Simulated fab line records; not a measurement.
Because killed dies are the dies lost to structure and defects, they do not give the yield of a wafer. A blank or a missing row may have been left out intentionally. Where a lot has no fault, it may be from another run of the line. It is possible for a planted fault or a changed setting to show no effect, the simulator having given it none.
Struck lot and sound lot, side by side -- flow nand_harc -- 13 out of 1302 route steps
Sound: these wafers, L482.2, L482.3, L482.6. The struck wafers were L485.4, L485.5, L485.6. The cause is given at the end.
Order at every step that has rows: each side's tool, ch and its chambers, its first start. Under that, the readings that differ: sound wafers -- struck wafers -- difference of the means -- sigmas: that difference in standard deviations of wafers without a fault.
alike: same words and numbers on both sides, and readings whose means sit less than 2 such deviations apart. not compared: any withheld reading, any reading some wafer has no value for, any bound like >300 that may hide the same value, and any number with overlapping values for which the record gives no deviation.
A row with sigmas, a row that says differs or no value, or rows on one side alone: a step with any of these is where the two part. Numbers that don't overlap but have no deviation are shown without sigmas and don't part them. Lack of a reading on every wafer of one side parts them only where that side has two or more wafers.

NHARC_A_BLC_CVD_24: deposits W, target thk 150 nm, time 434 s.
  sound on cvd_w-01 ch 1; struck on cvd_w-01 ch 0,1
reading,sound,struck,difference,sigmas
chamber_pressure_Torr (Torr),39.81 39.96 39.78,40.02 40.02 40.07,+0.19,+2
  alike: heater_power_w, throttle_valve_pct
NHARC_A_BLC_CMP_25: polishes, t overpolish 30 s, target thk 150 nm.
  sound on cmp-01 ch 1,2, day 23 07:55; struck on cmp-01 ch 0,2,3, day 24 08:50
  alike: motor_current_A, overpolish_run_s, time_to_endpoint_s
following that, these wafers have no rows for 1 step: NHARC_A_BLC_SRD_27.
NHARC_A_BLC_INSPECT_28:
  sound: defect_inspect-02 at day 23 08:20; struck: defect_inspect-02 at day 24 09:12
  alike: raw_defect_count
then, 7 steps without rows for these wafers: NHARC_A_M0_DEP_00 (deposits SiOC, target thk 150 nm); NHARC_A_M0_DEHYDRATE_01 (time 120 s); NHARC_A_M0_HMDS_02 (time 30 s); NHARC_A_M0_COAT_33 (time 65 s); NHARC_A_M0_COAT_03 (resist thk 90 nm); NHARC_A_M0_SOFTBAKE_04 (time 55 s); NHARC_A_M0_EBR_05.
NHARC_A_M0_EXPOSE_06: exposes mask A M0, target cd 80 nm.
  struck on arfi_scanner-02, day 24 09:58; sound on arfi_scanner-02 ch 0, day 23 09:06
  no value came back on the struck wafers for exposure_dose_mJ_cm2, focus_offset_nm (nm), na; on the sound wafers exposure_dose_mJ_cm2 reads 83.35 83.18 83.35
  alike: mask
then, 1 step without rows for these wafers: NHARC_A_M0_PEB_07 (peb time 65 s).

WHERE THEY PART
At NHARC_A_BLC_CVD_24 first; at NHARC_A_M0_EXPOSE_06 last (within this record only).

WHY: the cause the simulator had injected
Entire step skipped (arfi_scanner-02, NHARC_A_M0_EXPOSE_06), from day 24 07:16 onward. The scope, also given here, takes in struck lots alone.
